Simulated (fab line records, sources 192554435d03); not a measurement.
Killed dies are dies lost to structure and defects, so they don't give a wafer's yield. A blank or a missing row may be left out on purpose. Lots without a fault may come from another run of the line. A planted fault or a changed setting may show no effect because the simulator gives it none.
Chamber matching | flow n5_finfet | N5_SDB_STRIP_21 on rie_diel-03: 4 sister chambers
The step strips in CF4. 16 wafers are shown with their chamber, then 8 later ones without.

WAFERS WITH THEIR CHAMBER
wafer  | chamber | drypump_motor_current_A (A) | showerhead_plenum_p_Torr (Torr) | oes_product_au (a.u.)
L074.2 | 2       | 5.8                         | 1.83                            | 0.69
L074.4 | 3       | 5.9                         | 1.77                            | 0.76
L074.6 | 2       | 5.8                         | 1.84                            | 0.69
L080.2 | 2       | 5.8                         | 1.83                            | 0.68
L080.4 | 3       | 5.8                         | 1.77                            | 0.74
L080.5 | 1       | 5.5                         | 1.89                            | 0.74
L087.2 | 3       | 5.8                         | 1.76                            | 0.73
L087.4 | 1       | 5.5                         | 1.88                            | 0.71
L087.6 | 3       | 5.9                         | 1.76                            | 0.73
L088.2 | 3       | 5.8                         | 1.76                            | 0.72
L088.4 | 0       | 6.5                         | 1.82                            | 0.90
L088.6 | 1       | 5.5                         | 1.88                            | 0.72
L089.1 | 3       | 5.9                         | 1.76                            | 0.72
L089.4 | 0       | 6.5                         | 1.82                            | 0.89
L089.6 | 2       | 5.8                         | 1.83                            | 0.95
L090.2 | 3       | 5.9                         | 1.76                            | 0.72

SIGNATURES (means of the wafers above)
reading                  | chamber 0 | chamber 1 | chamber 2 | chamber 3 | scatter within a chamber
drypump_motor_current_A  | 6.500     | 5.500     | 5.800     | 5.857     | 0.0378
showerhead_plenum_p_Torr | 1.8200    | 1.8833    | 1.8325    | 1.7629    | 0.00487
oes_product_au           | 0.8950    | 0.7233    | 0.7525    | 0.7314    | 0.067
Rule: a wafer's distance from a chamber is the root of the sum, over the readings, of the square of ((its reading less the chamber's mean) divided by the reading's scatter). The wafer belongs to the nearest chamber; if the next one is less than 2 further off, it can't be placed. The scatter: the root of (the sum of the squares of (reading less its chamber's mean) over the shown wafers, divided by (wafers less chambers)).

WAFERS WITHOUT THEIR CHAMBER
wafer  | drypump_motor_current_A (A) | showerhead_plenum_p_Torr (Torr) | oes_product_au (a.u.)
L090.4 | 5.8                         | 1.83                            | 0.94
L090.6 | 5.6                         | 1.88                            | 0.70
L091.3 | 6.5                         | 1.82                            | 0.88
L091.4 | 5.8                         | 1.83                            | 0.94
L091.6 | 5.8                         | 1.76                            | 0.72
L094.1 | 5.8                         | 1.83                            | 0.92
L094.4 | 6.5                         | 1.82                            | 0.87
L094.6 | 5.8                         | 1.82                            | 0.91

WHICH CHAMBER EACH WENT THROUGH
wafer  | from the rows above | in truth
L090.4 | 2                   | 2
L090.6 | 1                   | 1
L091.3 | 0                   | 0
L091.4 | 2                   | 2
L091.6 | 3                   | 3
L094.1 | 2                   | 2
L094.4 | 0                   | 0
L094.6 | 2                   | 2
Placed correctly: 8 of 8. Can't be placed from these rows: 0. Placed wrongly: 0.
